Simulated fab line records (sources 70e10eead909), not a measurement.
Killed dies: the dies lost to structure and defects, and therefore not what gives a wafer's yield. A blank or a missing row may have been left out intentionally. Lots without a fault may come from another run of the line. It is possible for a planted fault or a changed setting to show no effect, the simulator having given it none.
fab line records    flow nand-harc
record: lots: 13  wafers: 39  last-day: 34
route steps=1302 shown P_M0@269 END@1302
lots with no fault: from the same line, run without faults
start-h: the number of hours between the record's first day and the start of the first shown wafer of the lot    wait-h: time in hours since the lot's previous step    " repeats the value in the row above    L1.1+2: one row covering several wafers at once    - no value, or no start was given    * or withheld: withheld    < > ~ a bound
route shown NAME@n: names a module that has steps shown in the file, with the first one's number in the route    usual: mean/standard deviation taken from wafers without a fault    same: alike in all rows    chamber/n: place in a boat    sites: per-site readings    _std_site: their standard deviation    _edge_site: mean of outer sites minus mean of inner sites    radius-mm: for every site, how far away it sits from the centre of the wafer    mask NAME#n: copy n    behind: the last tool/chamber to shape the wafer    hold: why the lot went on hold/how many hours it stayed there/how the hold came to an end    device: names the non-switching transistor (n, p or np)    end of line: the tests these same wafers got at the end of their route    for a step that has no rows: nothing shown but its recipe    killed: count of dies lost to structure and defects at first sort (not the wafer's yield)    map: shows each die of a wafer: x if killed, . if not, _ if none is there
set.NAME: setting as actually run; set.NAME@STEP: the setting as run at that earlier step    model.NAME: the simulator's own value behind a step, which no gauge read
the route's steps for a sample of lots (tables are steps, rows are wafers)
services: a tool's chamber out of use, with start hour (start-h, from the record's first day; less than 0 if before it), hours out, and reason
== steps ==
step: NHARC_P_M0_CD_MEAS_16
usual: cd-nm: 90.0/0.95
lot.wafer  tool       chamber  start-h  wait-h  cd-nm
L558.2     cd-sem-01  -        122.97   -       90.2
L558.3     "          -        "        "       89.7
L558.6     "          -        "        "       90.1
L561.1     cd-sem-02  -        149.89   -       89.9
L561.5     "          -        "        "       88.8
L561.6     "          -        "        "       89.6
L568.1     cd-sem-03  -        226.76   -       89.4
L568.2     "          -        "        "       89.1
L568.6     "          -        "        "       89.6
L569.1     cd-sem-03  -        237.59   -       89.5
L569.2     "          -        "        "       90.0
L569.3     "          -        "        "       90.2
L570.1     cd-sem-02  -        249.13   -       89.0
L570.2     "          -        "        "       89.8
L570.5     "          -        "        "       90.8
L573.1     cd-sem-01  -        270.68   -       90.5
L573.2     "          -        "        "       88.8
L573.4     "          -        "        "       89.3
L576.1     cd-sem-01  -        297.39   -       90.9
L576.3     "          -        "        "       90.3
L576.4     "          -        "        "       90.5
L575.2     cd-sem-03  -        297.92   -       90.4
L575.3     "          -        "        "       91.7
L575.5     "          -        "        "       90.9
L577.1     cd-sem-01  -        313.11   -       89.2
L577.3     "          -        "        "       90.2
L577.4     "          -        "        "       90.5
L578.1     cd-sem-03  -        319.94   -       90.0
L578.4     "          -        "        "       89.3
L578.5     "          -        "        "       88.4
L579.1     cd-sem-02  -        335.55   -       91.4
L579.4     "          -        "        "       90.2
L579.5     "          -        "        "       90.2
L580.2     cd-sem-01  -        350.33   -       88.7
L580.3     "          -        "        "       90.6
L580.6     "          -        "        "       88.5
L581.3     cd-sem-03  -        358.58   -       88.9
L581.5     "          -        "        "       89.1
L581.6     "          -        "        "       89.7
step: NHARC_P_M0_PVD_20
recipe: target-thk-a: 50  bias-v: 168.6  power-w: 15000  chamber-pressure-pa: 0.12  time-s: 8.06  substrate-temp-c: 50  material: TaN
usual: chamber-pressure-pa: 0.12001/0.00024  throttle-valve-pct: 30.5/0.93
lot.wafer  tool            chamber  start-h  wait-h  chamber-pressure-pa  throttle-valve-pct
L558.3     pvd-sputter-02  -        -        -       0.12007              29.2
L558.2     "               -        "        "       0.12038              30.8
L558.6     "               -        "        "       0.11984              31.9
L561.1     pvd-sputter-01  -        -        -       0.1197               30.6
L561.5     "               -        "        "       0.12004              30.7
L561.6     "               -        "        "       0.11987              30.7
L568.2     pvd-sputter-02  -        -        -       0.11989              29.1
L568.1     "               -        "        "       0.11971              31.0
L568.6     "               -        "        "       0.11996              31.5
L569.1     pvd-sputter-02  -        -        -       0.12026              32.1
L569.3     "               -        "        "       0.12016              31.7
L569.2     "               -        "        "       0.11986              29.0
L570.1     pvd-sputter-01  -        -        -       0.11997              30.2
L570.2     "               -        "        "       0.12004              30.4
L570.5     "               -        "        "       0.11961              30.7
L573.1     pvd-sputter-02  -        -        -       0.12035              31.0
L573.2     "               -        "        "       0.12005              31.7
L573.4     "               -        "        "       0.12007              29.0
L576.3     pvd-sputter-02  -        -        -       0.12043              32.7
L576.4     "               -        "        "       0.12008              31.1
L576.1     "               -        "        "       0.12039              31.2
L575.3     pvd-sputter-01  -        -        -       0.11991              30.9
L575.2     "               -        "        "       0.12006              30.5
L575.5     "               -        "        "       0.11997              31.2
L577.1     pvd-sputter-03  -        -        -       0.11953              29.8
L577.4     "               -        "        "       0.12044              30.1
L577.3     "               -        "        "       0.1199               29.7
L578.4     pvd-sputter-01  -        -        -       0.12021              29.8
L578.1     "               -        "        "       0.12053              30.9
L578.5     "               -        "        "       0.1197               30.5
L579.4     pvd-sputter-02  -        -        -       0.1199               31.5
L579.1     "               -        "        "       0.11991              31.1
L579.5     "               -        "        "       0.12003              32.6
L580.3     pvd-sputter-01  -        -        -       0.12008              30.3
L580.2     "               -        "        "       0.11996              30.5
L580.6     "               -        "        "       0.12002              30.0
L581.3     pvd-sputter-02  -        -        -       0.12031              31.4
L581.5     "               -        "        "       0.11996              31.4
L581.6     "               -        "        "       0.12002              31.5
step: NHARC_P_M0_ECD_22
recipe: target-thk-a: 4000  bath-temp-c: 25  material: Cu
lot.wafer   tool       chamber  start-h  wait-h
L558.2+3+6  ecd-cu-02  1,1,0    124.04   -
L561.1+6+5  ecd-cu-01  1,1,0    150.88   -
L568.2+1+6  ecd-cu-02  1,0,0    227.74   -
L569.1+2+3  ecd-cu-02  0,1,1    238.57   -
L570.1+2+5  ecd-cu-01  1,0,1    250.11   -
L573.1+2+4  ecd-cu-01  0,1,1    271.66   -
L576.1+4+3  ecd-cu-01  1,1,0    298.39   -
L575.2+3+5  ecd-cu-02  0        299.00   -
L577.1+4+3  ecd-cu-02  1,0,1    314.22   -
L578.1+4+5  ecd-cu-02  1        320.99   -
L579.1+4+5  ecd-cu-02  1        336.58   -
L580.2+3+6  ecd-cu-01  1,1,0    351.31   -
L581.3+6+5  ecd-cu-02  1,0,1    359.70   -
step: NHARC_P_M0_CMP_23
recipe: t-overpolish-s: 20  target-thk-nm: 117.54
usual: motor-current-A: 11.5/0.84  slurry-flow-ml-min: 150.1/0.46  time-to-endpoint-s: 28.2/2.3
lot.wafer  tool    chamber  start-h  wait-h  motor-current-A  slurry-flow-ml-min  time-to-endpoint-s
L558.2     cmp-01  3        124.75   -       11.7             150.4               28.1
L558.3     "       1        "        "       12.5             149.6               30.9
L558.6     "       3        "        "       11.4             150.2               27.3
L561.1     cmp-03  3        151.59   -       12.3             149.8               30.5
L561.6     "       3        "        "       11.9             150.2               29.4
L561.5     "       0        "        "       11.7             150.0               27.5
L568.2     cmp-02  3        228.49   -       10.2             150.2               22.2
L568.1     "       0        "        "       13.8             149.7               50.6
L568.6     "       2        "        "       11.7             150.2               55.8
L569.1     cmp-02  3        239.29   -       10.4             150.1               52.0
L569.2     "       0        "        "       13.5             149.6               27.7
L569.3     "       2        "        "       11.3             149.7               27.9
L570.1     cmp-01  1        250.86   -       12.0             150.8               28.9
L570.2     "       3        "        "       11.5             150.9               25.7
L570.5     "       0        "        "       11.9             150.1               28.3
L573.2     cmp-01  1        272.38   -       12.3             150.3               28.9
L573.1     "       2        "        "       10.3             150.0               27.6
L573.4     "       0        "        "       11.8             149.7               29.5
L576.1     cmp-03  2        299.11   -       11.1             148.9               23.8
L576.4     "       3        "        "       11.4             149.5               26.2
L576.3     "       0        "        "       11.9             150.5               22.9
L575.2     cmp-01  1        299.72   -       12.1             150.0               30.5
L575.3     "       3        "        "       11.2             149.4               29.6
L575.5     "       1        "        "       12.4             149.5               28.1
L577.3     cmp-01  2        315.07   -       10.0             150.0               32.0
L577.4     "       3        "        "       12.0             150.1               30.9
L577.1     "       0        "        "       12.1             150.0               31.7
L578.1     cmp-01  0        321.69   -       12.6             149.6               30.3
L578.4     "       2        "        "       10.2             148.9               29.8
L578.5     "       3        "        "       11.7             149.8               28.9
L579.4     cmp-01  1        337.26   -       12.9             150.7               30.3
L579.1     "       0        "        "       11.9             150.4               27.8
L579.5     "       1        "        "       13.0             150.6               30.9
L580.3     cmp-03  0        352.07   -       11.2             150.1               27.4
L580.2     "       2        "        "       11.9             150.1               28.1
L580.6     "       3        "        "       11.4             150.2               30.2
L581.3     cmp-01  0        360.27   -       11.8             150.2               31.2
L581.5     "       0        "        "       12.2             150.7               34.4
L581.6     "       1        "        "       12.6             150.4               32.0
step: NHARC_P_M0_INSPECT_27
usual: raw-defect-count: 283/120
lot.wafer  tool               chamber  start-h  wait-h  raw-defect-count
L558.2     defect-inspect-02  -        125.21   0.0     219
L558.3     "                  -        "        "       277
L558.6     "                  -        "        "       221
L561.1     defect-inspect-02  -        152.07   0.0     253
L561.5     "                  -        "        "       424
L561.6     "                  -        "        "       210
L568.1     defect-inspect-02  -        228.93   0.0     386
L568.2     "                  -        "        "       510
L568.6     "                  -        "        "       447
L569.1     defect-inspect-01  -        239.76   0.0     340
L569.2     "                  -        "        "       259
L569.3     "                  -        "        "       223
L570.1     defect-inspect-01  -        251.30   0.0     174
L570.2     "                  -        "        "       157
L570.5     "                  -        "        "       275
L573.1     defect-inspect-02  -        272.85   0.0     544
L573.2     "                  -        "        "       479
L573.4     "                  -        "        "       432
L576.1     defect-inspect-01  -        299.58   0.0     289
L576.3     "                  -        "        "       284
L576.4     "                  -        "        "       225
L575.2     defect-inspect-02  -        300.20   0.0     322
L575.3     "                  -        "        "       204
L575.5     "                  -        "        "       237
L577.1     defect-inspect-01  -        315.54   0.0     281
L577.3     "                  -        "        "       287
L577.4     "                  -        "        "       242
L578.1     defect-inspect-02  -        322.13   0.0     267
L578.4     "                  -        "        "       190
L578.5     "                  -        "        "       310
L579.1     defect-inspect-01  -        337.73   0.0     225
L579.4     "                  -        "        "       325
L579.5     "                  -        "        "       369
L580.2     defect-inspect-01  -        352.51   0.0     125
L580.3     "                  -        "        "       253
L580.6     "                  -        "        "       293
L581.3     defect-inspect-02  -        360.74   0.0     247
L581.5     "                  -        "        "       155
L581.6     "                  -        "        "       304
step: NHARC_END_SORT_01
recipe: temp-c: 25
usual: defect-limited-yield: 90/3.1  killed-at-array: 61/20  killed-at-other: 0.9/1.1  killed-at-periphery: 3.7/2.5  killed-dies: 65/21  killed-open: 3.3/1.8  killed-short: 2.3/1.5
same: gross-dies: 677
lot.wafer  tool       chamber  start-h  wait-h  defect-limited-yield[%]  killed-at-array  killed-at-other  killed-at-periphery  killed-dies  killed-open  killed-short
L558.2     prober-02  0        565.29   2.8     94                       41               0                1                    42           3            0
L558.3     prober-02  0        566.09   3.1     92                       53               1                0                    54           3            1
L558.6     prober-02  0        568.51   4.0     94                       41               1                1                    43           0            1
L561.1     prober-01  0        591.37   2.5     93                       44               1                1                    46           1            3
L561.5     prober-01  0        594.60   3.7     93                       40               0                9                    49           4            3
L561.6     prober-01  0        595.41   4.0     93                       42               0                5                    47           2            1
L569.1     prober-02  0        675.35   2.5     92                       42               1                10                   53           2            0
L569.2     prober-02  0        676.16   2.8     94                       37               0                5                    42           3            1
L569.3     prober-02  0        676.97   3.1     93                       41               0                8                    49           4            1
L568.1     prober-01  0        675.36   2.5     88                       73               0                5                    78           0            4
L568.2     prober-01  0        676.15   2.8     88                       77               1                6                    84           3            1
L568.6     prober-01  0        679.29   3.9     90                       66               0                3                    69           4            3
L570.1     prober-01  0        690.00   2.5     95                       21               1                10                   32           4            3
L570.2     prober-01  0        690.80   2.8     95                       30               1                3                    34           3            2
L570.5     prober-01  0        693.22   3.7     96                       21               2                6                    29           2            0
L573.1     prober-01  0        731.33   2.5     91                       61               1                1                    63           5            3
L573.2     prober-01  0        732.14   2.8     90                       66               0                2                    68           6            4
L573.4     prober-01  0        733.77   3.4     91                       57               0                4                    61           3            1
L576.1     prober-02  0        748.31   2.5     88                       74               0                4                    78           6            5
L576.3     prober-02  0        749.94   3.1     89                       71               0                4                    75           1            4
L576.4     prober-02  0        750.76   3.4     89                       76               0                0                    76           2            1
L575.2     prober-01  0        749.10   2.8     92                       53               2                1                    56           3            3
L575.3     prober-01  0        749.90   3.1     90                       59               1                6                    66           4            3
L575.5     prober-01  0        751.49   3.7     92                       55               0                1                    56           4            3
L578.1     prober-01  0        761.49   2.4     94                       41               0                0                    41           1            0
L578.4     prober-01  0        763.91   3.4     92                       53               0                1                    54           1            3
L578.5     prober-01  0        764.71   3.7     92                       52               1                3                    56           6            2
L577.1     prober-01  0        769.34   2.5     88                       80               2                2                    84           0            4
L577.3     prober-01  0        770.95   3.1     86                       88               0                4                    92           7            3
L577.4     prober-01  0        771.75   3.4     88                       80               0                1                    81           2            4
L579.1     prober-02  0        771.35   2.5     91                       53               5                4                    62           6            3
L579.4     prober-02  0        773.72   3.4     94                       41               1                2                    44           3            0
L579.5     prober-02  0        774.51   3.7     92                       44               3                8                    55           4            2
L580.2     prober-01  0        789.02   2.8     89                       74               0                2                    76           6            1
L580.3     prober-01  0        789.83   3.1     88                       74               0                5                    79           1            0
L580.6     prober-01  0        792.26   4.0     86                       88               0                5                    93           6            1
L581.3     prober-02  0        811.99   3.1     89                       73               1                3                    77           7            2
L581.5     prober-02  0        813.60   3.7     91                       59               0                3                    62           5            2
L581.6     prober-02  0        814.41   4.0     91                       59               2                0                    61           2            5
killed by level:class
L558.2 A_CHANNEL_HOLE_D2:chamber-film-flake=31 A_STAIRCASE:chamber-film-flake=3 A_CHANNEL_HOLE_D1:chamber-film-flake=2 A_CONTACT:unspecified=2 P_CONTACT:geometric-particle:open=1 A_DECK1_JOINT:geometric-particle:open=1 A_M0:geometric-particle:open=1 A_CHANNEL_FILL_D1:chamber-film-flake=1
L558.3 A_CHANNEL_HOLE_D2:chamber-film-flake=42 A_CHANNEL_HOLE_D1:chamber-film-flake=3 A_STAIRCASE:chamber-film-flake=2 A_CHANNEL_FILL_D2:geometric-particle:open=1 A_WL_FILL:geometric-particle:short=1 A_BLC:geometric-particle:open=1 STARTING-WAFER:geometric-particle:open=1 A_CHANNEL_FILL_D1:chamber-film-flake=1
L558.6 A_CHANNEL_HOLE_D2:chamber-film-flake=33 A_CONTACT:chamber-film-flake=4 A_CONTACT:unspecified=2 P_GATE:geometric-particle:short=1 A_CHANNEL_FILL_D1:chamber-film-flake=1 THIN_TSV:chamber-film-flake=1 A_CHANNEL_FILL_D2:chamber-film-flake=1
L561.1 A_SLIT:chamber-film-flake=19 A_CHANNEL_HOLE_D2:chamber-film-flake=8 A_CONTACT:chamber-film-flake=5 A_CHANNEL_HOLE_D1:chamber-film-flake=4 A_CHANNEL_FILL_D2:chamber-film-flake=2 A_SOURCE_PLATE:geometric-particle:short=1 A_CHANNEL_FILL_D1:geometric-particle:short=1 A_SGD_CUT:geometric-particle:open=1
L561.5 A_SLIT:chamber-film-flake=22 P_STI:chamber-film-flake=5 A_CHANNEL_HOLE_D2:chamber-film-flake=5 P_ZERO_WELL:chamber-film-flake=3 A_CONTACT:chamber-film-flake=3 A_DECK1_JOINT:geometric-particle:open=2 P_M2:geometric-particle:open=1 A_ONON_D1:geometric-particle:open=1
L561.6 A_SLIT:chamber-film-flake=24 A_CHANNEL_HOLE_D2:chamber-film-flake=5 P_STI:chamber-film-flake=4 A_STAIRCASE:chamber-film-flake=4 A_CHANNEL_HOLE_D1:chamber-film-flake=3 A_WL_FILL:geometric-particle:open=1 A_WL_FILL:geometric-particle:short=1 A_M0:geometric-particle:open=1
L569.1 A_CHANNEL_HOLE_D2:chamber-film-flake=16 A_CHANNEL_HOLE_D1:chamber-film-flake=10 A_CONTACT:chamber-film-flake=9 P_STI:chamber-film-flake=4 P_GATE:chamber-film-flake=4 P_BONDPAD:chamber-film-flake=2 A_CHANNEL_HOLE_D1:geometric-particle:open=1 A_CONTACT:geometric-particle:open=1
L568.1 A_CHANNEL_HOLE_D1:chamber-film-flake=32 A_SLIT:chamber-film-flake=24 A_CHANNEL_HOLE_D2:chamber-film-flake=9 A_ONON_D1:geometric-particle:short=3 P_ZERO_WELL:chamber-film-flake=3 A_CHANNEL_HOLE_D2:unspecified=2 A_DECK1_JOINT:geometric-particle:short=1 P_GATE:chamber-film-flake=1
L568.2 A_SLIT:chamber-film-flake=33 A_CHANNEL_HOLE_D1:chamber-film-flake=32 A_CHANNEL_HOLE_D2:chamber-film-flake=5 P_GATE:chamber-film-flake=4 A_CHANNEL_HOLE_D2:unspecified=2 A_STAIRCASE:chamber-film-flake=2 P_CONTACT:geometric-particle:open=1 A_ONON_D2:geometric-particle:short=1
L569.2 A_CHANNEL_HOLE_D2:chamber-film-flake=16 A_CONTACT:chamber-film-flake=9 A_CHANNEL_HOLE_D1:chamber-film-flake=4 A_CHANNEL_FILL_D1:chamber-film-flake=4 P_GATE:chamber-film-flake=3 P_GATE:geometric-particle:open=1 A_BLC:geometric-particle:open=1 A_M0:geometric-particle:open=1
L569.3 A_CHANNEL_HOLE_D2:chamber-film-flake=19 A_CONTACT:chamber-film-flake=8 A_CHANNEL_FILL_D1:chamber-film-flake=5 P_STI:chamber-film-flake=3 A_CHANNEL_HOLE_D1:chamber-film-flake=3 P_GATE:chamber-film-flake=2 A_SGD_CUT:chamber-film-flake=2 P_CONTACT:geometric-particle:open=1
L568.6 A_CHANNEL_HOLE_D1:chamber-film-flake=29 A_SLIT:chamber-film-flake=22 A_CHANNEL_HOLE_D2:chamber-film-flake=4 A_WL_FILL:chamber-film-flake=3 A_BLC:geometric-particle:open=2 P_CONTACT:geometric-particle:short=1 A_ONON_D1:geometric-particle:open=1 A_CHANNEL_FILL_D1:geometric-particle:open=1
L570.1 P_M1:chamber-film-flake=5 A_CHANNEL_HOLE_D1:chamber-film-flake=4 A_CHANNEL_FILL_D1:chamber-film-flake=4 P_CONTACT:geometric-particle:short=2 P_GATE:chamber-film-flake=2 A_SLIT:chamber-film-flake=2 A_WL_FILL:chamber-film-flake=2 A_SOURCE_PLATE:geometric-particle:open=1
L570.2 A_CHANNEL_HOLE_D1:chamber-film-flake=7 A_SLIT:chamber-film-flake=6 A_STAIRCASE:chamber-film-flake=4 A_CONTACT:chamber-film-flake=3 P_GATE:chamber-film-flake=2 A_CHANNEL_FILL_D1:chamber-film-flake=2 A_WL_FILL:chamber-film-flake=2 A_ONON_D1:geometric-particle:short=1
L570.5 P_M1:chamber-film-flake=5 A_CHANNEL_HOLE_D1:chamber-film-flake=5 A_STAIRCASE:chamber-film-flake=4 A_SLIT:chamber-film-flake=4 A_WL_FILL:chamber-film-flake=3 A_CONTACT:chamber-film-flake=2 THIN_TSV:chamber-film-flake=2 A_ONON_D2:geometric-particle:open=1
L573.1 A_CHANNEL_HOLE_D1:chamber-film-flake=28 A_CONTACT:chamber-film-flake=21 A_CHANNEL_FILL_D1:chamber-film-flake=3 A_ONON_D2:geometric-particle:short=2 P_M0:geometric-particle:open=1 A_ONON_D1:geometric-particle:open=1 A_CHANNEL_HOLE_D2:geometric-particle:open=1 A_WL_FILL:geometric-particle:short=1
L573.2 A_CHANNEL_HOLE_D1:chamber-film-flake=30 A_CONTACT:chamber-film-flake=17 A_SLIT:chamber-film-flake=6 A_CHANNEL_FILL_D2:geometric-particle:open=2 A_CHANNEL_FILL_D1:chamber-film-flake=2 A_STAIRCASE:chamber-film-flake=2 P_M0:geometric-particle:open=1 P_M0:geometric-particle:short=1
L573.4 A_CHANNEL_HOLE_D1:chamber-film-flake=35 A_CONTACT:chamber-film-flake=13 A_SLIT:chamber-film-flake=3 A_WL_FILL:chamber-film-flake=3 P_CONTACT:geometric-particle:open=2 A_CHANNEL_FILL_D1:chamber-film-flake=2 P_CONTACT:geometric-particle:short=1 P_M0:geometric-particle:open=1
L576.1 A_CHANNEL_HOLE_D1:chamber-film-flake=30 A_CHANNEL_HOLE_D2:chamber-film-flake=16 A_CONTACT:chamber-film-flake=9 A_SLIT:chamber-film-flake=4 A_STAIRCASE:chamber-film-flake=4 P_CONTACT:geometric-particle:open=2 A_CHANNEL_FILL_D1:geometric-particle:short=2 A_CHANNEL_FILL_D2:geometric-particle:open=2
L575.2 A_SLIT:chamber-film-flake=25 A_CHANNEL_HOLE_D1:chamber-film-flake=12 A_STAIRCASE:chamber-film-flake=4 A_DECK1_JOINT:chamber-film-flake=2 A_M0:chamber-film-flake=2 THIN_TSV:chamber-film-flake=2 A_ONON_D1:geometric-particle:open=1 A_CHANNEL_HOLE_D1:geometric-particle:short=1
L575.3 A_SLIT:chamber-film-flake=30 A_CHANNEL_HOLE_D1:chamber-film-flake=16 P_STI:chamber-film-flake=3 A_STAIRCASE:chamber-film-flake=3 A_M0:chamber-film-flake=3 P_M1:geometric-particle:open=2 A_CONTACT:chamber-film-flake=2 P_M2:geometric-particle:short=1
L576.3 A_CHANNEL_HOLE_D1:chamber-film-flake=35 A_CHANNEL_HOLE_D2:chamber-film-flake=19 A_SLIT:chamber-film-flake=6 A_CHANNEL_FILL_D2:chamber-film-flake=3 A_CONTACT:chamber-film-flake=3 P_ZERO_WELL:chamber-film-flake=2 P_M1:geometric-particle:short=1 A_CHANNEL_FILL_D1:geometric-particle:short=1
L576.4 A_CHANNEL_HOLE_D1:chamber-film-flake=35 A_CHANNEL_HOLE_D2:chamber-film-flake=21 A_SLIT:chamber-film-flake=9 A_ONON_D1:geometric-particle:open=2 A_WL_FILL:chamber-film-flake=2 A_CONTACT:chamber-film-flake=2 A_ONON_D1:geometric-particle:short=1 A_BLC:chamber-film-flake=1
L575.5 A_SLIT:chamber-film-flake=29 A_CHANNEL_HOLE_D1:chamber-film-flake=13 A_STAIRCASE:chamber-film-flake=2 A_CONTACT:chamber-film-flake=2 A_ONON_D1:geometric-particle:open=1 A_CHANNEL_HOLE_D1:geometric-particle:open=1 A_ONON_D2:geometric-particle:short=1 A_CHANNEL_FILL_D2:geometric-particle:open=1
L578.1 A_SLIT:chamber-film-flake=25 A_CHANNEL_HOLE_D1:chamber-film-flake=6 A_M1:chamber-film-flake=3 A_WL_FILL:chamber-film-flake=2 A_STAIRCASE:chamber-film-flake=2 A_DECK1_JOINT:geometric-particle:open=1 A_CHANNEL_FILL_D1:chamber-film-flake=1 A_DECK1_JOINT:chamber-film-flake=1
L578.4 A_SLIT:chamber-film-flake=26 A_CHANNEL_HOLE_D1:chamber-film-flake=7 A_M1:chamber-film-flake=6 A_STAIRCASE:chamber-film-flake=3 A_CONTACT:chamber-film-flake=3 A_CHANNEL_FILL_D1:chamber-film-flake=2 P_M0:geometric-particle:short=1 A_CHANNEL_FILL_D1:geometric-particle:short=1
L578.5 A_SLIT:chamber-film-flake=24 A_CHANNEL_HOLE_D1:chamber-film-flake=15 A_M1:chamber-film-flake=4 A_CONTACT:chamber-film-flake=2 P_GATE:geometric-particle:open=1 P_M0:geometric-particle:open=1 P_M1:geometric-particle:open=1 A_CHANNEL_HOLE_D1:geometric-particle:open=1
L577.1 A_SLIT:chamber-film-flake=31 A_CHANNEL_HOLE_D1:chamber-film-flake=28 A_CONTACT:chamber-film-flake=9 P_ZERO_WELL:chamber-film-flake=2 A_STAIRCASE:chamber-film-flake=2 THIN_TSV:chamber-film-flake=2 A_CHANNEL_FILL_D1:chamber-film-flake=2 A_DECK1_JOINT:chamber-film-flake=2
L577.3 A_SLIT:chamber-film-flake=33 A_CHANNEL_HOLE_D1:chamber-film-flake=31 A_CONTACT:chamber-film-flake=7 P_CONTACT:geometric-particle:open=2 A_CHANNEL_HOLE_D2:geometric-particle:open=2 P_ZERO_WELL:chamber-film-flake=2 A_CHANNEL_FILL_D1:chamber-film-flake=2 A_STAIRCASE:chamber-film-flake=2
L579.1 A_SLIT:chamber-film-flake=23 A_CHANNEL_HOLE_D1:chamber-film-flake=15 A_CONTACT:chamber-film-flake=5 THIN_TSV:chamber-film-flake=5 A_STAIRCASE:chamber-film-flake=3 A_DECK1_JOINT:chamber-film-flake=2 P_ZERO_WELL:geometric-particle:open=1 P_GATE:geometric-particle:short=1
L577.4 A_CHANNEL_HOLE_D1:chamber-film-flake=35 A_SLIT:chamber-film-flake=26 A_CONTACT:chamber-film-flake=9 A_CHANNEL_FILL_D1:chamber-film-flake=2 A_STAIRCASE:chamber-film-flake=2 P_M0:geometric-particle:short=1 A_ONON_D1:geometric-particle:short=1 A_CHANNEL_FILL_D1:geometric-particle:open=1
L579.4 A_SLIT:chamber-film-flake=28 A_CHANNEL_HOLE_D1:chamber-film-flake=6 A_CONTACT:chamber-film-flake=3 A_STAIRCASE:chamber-film-flake=2 P_CONTACT:geometric-particle:open=1 A_CHANNEL_FILL_D1:geometric-particle:open=1 A_BLC:geometric-particle:open=1 P_ZERO_WELL:chamber-film-flake=1
L579.5 A_SLIT:chamber-film-flake=23 A_CHANNEL_HOLE_D1:chamber-film-flake=6 A_STAIRCASE:chamber-film-flake=6 P_ZERO_WELL:chamber-film-flake=5 A_CONTACT:chamber-film-flake=3 THIN_TSV:chamber-film-flake=3 P_M0:geometric-particle:open=1 A_ONON_D2:geometric-particle:open=1
L580.2 A_CHANNEL_HOLE_D2:chamber-film-flake=21 A_SLIT:chamber-film-flake=21 A_CHANNEL_HOLE_D1:chamber-film-flake=15 A_CONTACT:chamber-film-flake=8 A_ONON_D2:geometric-particle:open=3 P_M0:geometric-particle:open=1 A_SOURCE_PLATE:geometric-particle:open=1 A_DECK1_JOINT:geometric-particle:short=1
L580.3 A_CHANNEL_HOLE_D2:chamber-film-flake=22 A_CHANNEL_HOLE_D1:chamber-film-flake=17 A_CONTACT:chamber-film-flake=14 A_SLIT:chamber-film-flake=13 A_STAIRCASE:chamber-film-flake=6 P_ZERO_WELL:chamber-film-flake=3 P_GATE:chamber-film-flake=2 A_M1:geometric-particle:open=1
L580.6 A_CHANNEL_HOLE_D2:chamber-film-flake=28 A_SLIT:chamber-film-flake=21 A_CHANNEL_HOLE_D1:chamber-film-flake=13 A_CONTACT:chamber-film-flake=8 A_STAIRCASE:chamber-film-flake=5 P_ZERO_WELL:chamber-film-flake=4 A_ONON_D2:geometric-particle:open=2 A_SGD_CUT:geometric-particle:open=2
L581.3 A_SLIT:chamber-film-flake=28 A_CHANNEL_HOLE_D2:chamber-film-flake=24 A_CHANNEL_HOLE_D1:chamber-film-flake=7 A_STAIRCASE:chamber-film-flake=3 A_SGD_CUT:chamber-film-flake=2 A_CONTACT:chamber-film-flake=2 P_CONTACT:geometric-particle:open=1 P_M0:geometric-particle:open=1
L581.5 A_SLIT:chamber-film-flake=16 A_CHANNEL_HOLE_D2:chamber-film-flake=15 A_CHANNEL_HOLE_D1:chamber-film-flake=11 A_CONTACT:chamber-film-flake=5 A_STAIRCASE:chamber-film-flake=3 A_CONTACT:geometric-particle:open=2 P_ZERO_WELL:chamber-film-flake=2 P_CONTACT:geometric-particle:open=1
L581.6 A_CHANNEL_HOLE_D2:chamber-film-flake=22 A_SLIT:chamber-film-flake=12 A_CHANNEL_HOLE_D1:chamber-film-flake=7 A_CONTACT:chamber-film-flake=6 A_ONON_D2:geometric-particle:short=2 A_ONON_D1:geometric-particle:short=1 A_CHANNEL_HOLE_D1:geometric-particle:short=1 A_CHANNEL_FILL_D1:geometric-particle:short=1
== services ==
tool            chamber  start-h  hours  kind
pvd-sputter-01  -        101.21   8.1    repair
pvd-sputter-02  -        104.04   10.0   pm
ecd-cu-01       -        106.59   39.6   repair
ecd-cu-02       -        115.44   0.3    repair
pvd-sputter-02  -        140.85   0.9    repair
pvd-sputter-02  -        147.57   3.4    repair
ecd-cu-01       -        160.00   8.0    pm
pvd-sputter-02  -        175.56   22.0   repair
cmp-01          -        177.32   0.2    repair
cmp-01          -        185.50   4.0    pm
cmp-01          -        195.78   0.4    repair
cmp-01          -        217.69   1.0    repair
pvd-sputter-01  -        226.07   10.0   pm
ecd-cu-01       -        238.71   1.9    repair
ecd-cu-02       -        246.98   8.0    pm
pvd-sputter-01  -        264.00   16.4   repair
cmp-01          -        272.90   2.1    repair
pvd-sputter-02  -        282.04   10.0   pm
cmp-01          -        283.50   4.0    pm
ecd-cu-02       -        286.83   1.0    repair
cmp-01          -        319.64   1.3    repair
ecd-cu-02       -        330.54   2.3    repair
ecd-cu-01       -        336.00   8.0    pm
cmp-01          -        351.33   0.3    repair
== key ==
first-sign: step: NHARC_P_M0_CMP_23  reading: time-to-endpoint-s  direction: up  sigmas: 11  usual: *  struck: *
effect none on later readings
met-at NHARC_P_M0_ECD_22
struck-lots L568,L569
struck-wafers L568.1,L568.6,L569.1
not-acting-at NHARC_P_M0_CD_MEAS_16,NHARC_P_M0_PVD_20,NHARC_P_M0_INSPECT_27
onset-between 124.04 227.74
fault: kind: process-parameter-drift  tool: ecd-cu-02  chamber: 0  onset-h: 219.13  steps: NHARC_P_M0_ECD_22  channel: target-thk-a  offset: *  shape: step  end-h: 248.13  acts-in: *  stated: *
